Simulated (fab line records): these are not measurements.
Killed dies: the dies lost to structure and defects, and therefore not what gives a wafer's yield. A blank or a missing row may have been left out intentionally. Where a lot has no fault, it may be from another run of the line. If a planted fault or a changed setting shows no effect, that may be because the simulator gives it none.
Comparing a struck lot with a sound one / flow n5 finfet / 15 steps out of a route of 1938
Sound: wafers L179.1, L179.3, L179.5. Struck: wafers L186.2, L186.6 (left out: L186.1, a lot-mate that was not struck); the cause follows at the end.
For every step that has rows: the tool of each side, followed by ch and its chambers, followed by its first start. Under that, the readings that differ: sound wafers / struck wafers / difference of the means / sigmas: that difference in standard deviations of wafers without a fault.
alike: words and numbers the same on both sides, and readings whose means are apart by under 2 such deviations; not compared: readings that were withheld, readings missing a value for some wafer, numbers with overlapping values and no deviation given by the record, and bounds like >300 which may hide the same value.
A row with sigmas, a row that says differs or no value, or rows on one side alone: a step with any of these is where the two part. Numbers that don't overlap but have no deviation are shown without sigmas and don't part them. A reading that every wafer of one side lacks parts them only if that side has two wafers or more.

N5_SDB_CD_MEAS_11 targets a cd of 50 nm.
  sound on cd sem-01 ch 0, day 6 03:41; struck on cd sem-02 ch 0, day 7 20:23
  alike: cd nm
N5_SDB_OVL_MEAS_12:
  sound on overlay-01 ch 0, day 6 03:43; struck on overlay-01 ch 0, day 7 20:25
  alike: SDB_OVL
N5_SDB_INSPECT_13: inspects for defects (brightfield).
  sound on defect inspect-02, day 6 03:45; struck on defect inspect-02, day 7 20:26
  alike: raw defect count
then, 1 step without rows for these wafers: N5_SDB_DESCUM_16 (chemistry O2, time 7.9 s).
N5_SDB_ETCH_17: etches SiARC in CF4, target depth 23.4 nm, time 39 s.
  sound on rie diel-04 ch 1,3, day 6 03:49; struck on rie diel-03 ch 0,3, day 7 20:31
  alike: drypump motor current A, etch rf on time s, oes product au, rf vpp V, showerhead plenum p Torr, throttle valve pct
  not compared: rf hours counter h
N5_SDB_ETCH_18: etches SOC in N2/H2, target depth 100 nm, overetch 20 nm, time 150 s.
  sound on rie diel-04 ch 1,3, day 6 03:51; struck on rie diel-03 ch 0,3, day 7 20:32
  alike: drypump motor current A, oes product au, rf vpp V, showerhead plenum p Torr, throttle valve pct
  not compared: rf hours counter h
then, 2 steps without rows for these wafers: N5_SDB_STRIP_19 (strips in N2/H2); N5_SDB_STRIP_21 (strips in CF4).
N5_SDB_HM_OPEN_20: chemistry CH3F/O2, target SiNx, stops on poly-Si, target depth 24 nm.
  sound on rie diel-04 ch 1,3, day 6 04:01; struck on rie diel-03 ch 0,3, day 7 20:42
reading=rf vpp V (V); sound=305 307 305; struck=297 296; difference=-9; sigmas=-2
  alike: O2_flow_sccm, drypump motor current A, oes product au, showerhead plenum p Torr, throttle valve pct
  not compared: rf hours counter h
N5_SDB_STRIP_22: strips in N2/H2.
  sound on plasma asher-01 ch 1, day 6 04:05; struck on plasma asher-02 ch 0, day 7 20:47
  alike: drypump motor current A, heater power w, oes product au, strip time to endpoint s
  not compared: rf hours counter h
then, 2 steps without rows for these wafers: N5_SDB_PRECLEAN_23 (cleans in dHF, time 30 s); N5_SDB_DUMMY_REMOVE_24 (chemistry TMAH, target poly-Si, stops on SiO2, target depth 142 nm, time 57 s, rinse time 30 s).
N5_SDB_ETCH_25: etches SiO2 in C4F6/O2, target depth 10 nm, time 3.3 s.
  sound on rie diel-04 ch 0,1,3, day 6 04:19; struck on rie diel-04 ch 3, day 7 21:01
reading=oes product au (a.u.); sound=0.71 0.66 0.77; struck=0.96 0.96; difference=+0.25; sigmas=+3
reading=model.etch.depth nm (nm); sound=9.923 9.409 9.791; struck=15.84 15.74; difference=+6.08; sigmas=
  alike: O2_flow_sccm, drypump motor current A, rf vpp V, showerhead plenum p Torr, throttle valve pct
  not compared: rf hours counter h
N5_SDB_CUT_ETCH_26: etches Si in HBr/Cl2/O2, target depth 129.6 nm, bt time 20 s, time 51.8 s.
  sound on rie si-05 ch 0,1,2, day 6 04:24; struck on rie si-05 ch 3, day 7 21:07
  alike: O2_flow_sccm, drypump motor current A, oes product au, throttle valve pct
  not compared: rf hours counter h
-- the record jumps here: 6 days lie between the struck wafers' starts before and after (it left off in module SDB and takes up again in module BEOL_M4, whose first step shown is number 1111 of the route) --
N5_BEOL_M4_RC_MEAS_101:
  sound on prober-01 ch 0, day 12 12:52; struck on prober-01 ch 0, day 14 01:17
reading=ION_P (uA/um); sound=473 463 464; struck=454 450; difference=-15; sigmas=-2
  alike: DIBL_N, DIBL_P, IOFF_N, IOFF_P, ION_N, SS_N, SS_P, VT_N, VT_P

== WHERE THEY PART ==
Last at N5_BEOL_M4_RC_MEAS_101 as far as this record goes, first at N5_SDB_HM_OPEN_20.

WHY: the cause the simulator had injected
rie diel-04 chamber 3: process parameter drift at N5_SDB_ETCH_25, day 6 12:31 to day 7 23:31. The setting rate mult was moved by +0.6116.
